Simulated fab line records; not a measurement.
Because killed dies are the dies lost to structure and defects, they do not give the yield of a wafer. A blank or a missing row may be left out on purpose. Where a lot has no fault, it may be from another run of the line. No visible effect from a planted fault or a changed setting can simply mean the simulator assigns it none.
Chamber matching ; flow nand harc ; 4 sister chambers for NHARC_P_BONDPAD_STRIP_15 on rie diel-01
The step strips in O2. 8 wafers are shown with their chamber, then 9 later ones without.

== WAFERS PAIRED WITH THEIR CHAMBERS ==
wafer;chamber;drypump motor current A (A);oes product au (a.u.)
L074.2;0;5.6;1.003
L076.3;2;6.2;0.956
L078.5;2;6.1;0.969
L078.6;1;5.1;0.997
L080.2;1;5.1;1.004
L085.2;3;6.2;1.008
L085.3;0;5.5;1.019
L085.5;3;6.2;1.007

== WAFERS WITHOUT THEIR CHAMBER ==
wafer;drypump motor current A (A);oes product au (a.u.)
L086.2;6.2;1.002
L086.4;6.1;0.993
L086.5;6.1;0.998
L095.1;5.1;0.990
L095.4;6.1;1.003
L095.6;5.6;1.009
L096.1;6.2;1.013
L096.4;6.1;1.008
L096.6;6.2;1.014

== THE CHAMBER EACH PASSED THROUGH ==
wafer;from the rows above;in truth
L086.2;3;3
L086.4;can't be placed: 3 or 2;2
L086.5;3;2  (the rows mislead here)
L095.1;1;1
L095.4;3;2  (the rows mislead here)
L095.6;0;0
L096.1;3;3
L096.4;3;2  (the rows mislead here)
L096.6;3;3
Correct placement for 5 of the 9. Not placeable from these rows: 1 (in 1, the candidates include the true chamber). Number placed wrongly: 3.
How it was worked out, from the rows above alone: a wafer's distance from a chamber is the root of the sum, over the readings, of the square of ((its reading less the chamber's mean) divided by the reading's scatter). If the next closest chamber is less than 2 further off than the closest, the wafer can't be placed; otherwise it belongs to the closest. Each chamber's mean is taken over the wafers shown for it. The scatter: the root of (the sum of the squares of (reading less its chamber's mean) over the shown wafers, divided by (wafers less chambers)).
